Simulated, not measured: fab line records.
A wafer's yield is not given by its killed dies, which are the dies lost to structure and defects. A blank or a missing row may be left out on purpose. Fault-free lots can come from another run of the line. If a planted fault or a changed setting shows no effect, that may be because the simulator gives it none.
Struck lot and sound lot, side by side	flow n5Finfet	14 steps out of a route of 1938
Sound: wafers L242.4, L242.5, L242.6. Struck: wafers L258.3, L258.4, L258.6. At the end, the cause is stated.
Order at every step that has rows: each side's tool, ch and its chambers, its first start. Under that, the readings that differ: sound wafers	struck wafers	difference of the means	sigmas: that difference in standard deviations of wafers without a fault.
alike: words and numbers the same on both sides, and readings whose means are apart by under 2 such deviations; not compared: readings that were withheld, readings missing a value for some wafer, numbers with overlapping values and no deviation given by the record, and bounds like >300 which may hide the same value.
The two part at a step that has a row with sigmas, a row that says differs or no value, or rows on one side only. Numbers that have no deviation but don't overlap get no sigmas and don't part them. A reading that every wafer of one side lacks parts them only if that side has two wafers or more.

N5_BEOL_M5_RS_MEAS_57: measurement is done with a four-point probe.
  sound: filmMetro-01 at day 8 13:19; struck: filmMetro-02 at day 13 11:28
  alike: M5_RS
N5_BEOL_M5_INSPECT_58: inspects for defects (darkfield).
  sound: defectInspect-01 at day 8 13:21; struck: defectInspect-02 at day 13 11:43
  alike: rawDefectCount
N5_BEOL_M6_ILD_DEP_00: deposits SiCOH lowk from DEMS/porogen, target thk 179.75 nm, time 33.4 s.
  sound on pecvd-01 ch 0,1,2, day 8 13:24; struck on pecvd-03 ch 0,1,2, day 13 11:46
  alike: heaterPowerW, showerheadPlenumPTorr, throttleValvePct
N5_BEOL_M6_CURE_74: cures SiCOH lowk, time 240 s.
  sound on uvCure-03 ch 1, day 8 13:56; struck on uvCure-02 ch 2, day 13 11:59
  alike: lampPowerPct, wafer_temp_C_max
N5_BEOL_M6_THK_MEAS_01:
  sound: filmMetro-02 at day 8 14:26; struck: filmMetro-01 at day 13 12:20
  alike: M6_ILD_THK
N5_BEOL_M6_PECVD_70: deposits SiO2 from TEOS/O2, target thk 20 nm, time 22.7 s.
  sound on pecvd-01 ch 0,1,2, day 8 14:30; struck on pecvd-03 ch 1,2, day 13 12:22
  alike: heaterPowerW, showerheadPlenumPTorr, throttleValvePct
N5_BEOL_M6_HM_DEP_02: deposits TiN, target thk 20 nm.
  sound: pvdSputter-02 at day 8 14:34; struck: pvdSputter-01 at day 13 12:46
  alike: throttleValvePct
then, 5 steps without rows for these wafers: N5_BEOL_M6_COAT_59 (time 60 s, resist thk 100 nm); N5_BEOL_M6_COAT_60 (time 60 s, resist thk 35 nm); N5_BEOL_M6_COAT_05 (resist thk 90 nm); N5_BEOL_M6_EBR_07; N5_BEOL_M6_SOFTBAKE_06 (time 60 s).
N5_BEOL_M6_EXPOSE_08: exposes mask M6.
  sound on arfiScanner-02 ch 0, day 8 14:58; struck on arfiScanner-03, day 13 13:08
  no value came back on the struck wafers for dipoleOpeningDeg (degrees), exposureDoseMJCm2; on the sound wafers dipoleOpeningDeg (degrees) reads 35 35 35
  alike: mask
then, 1 step without rows for these wafers: N5_BEOL_M6_PEB_09 (peb time 60 s).

## WHERE THEY PART
Only at N5_BEOL_M6_EXPOSE_08, as far as this record shows.

WHY: what the simulator had put in
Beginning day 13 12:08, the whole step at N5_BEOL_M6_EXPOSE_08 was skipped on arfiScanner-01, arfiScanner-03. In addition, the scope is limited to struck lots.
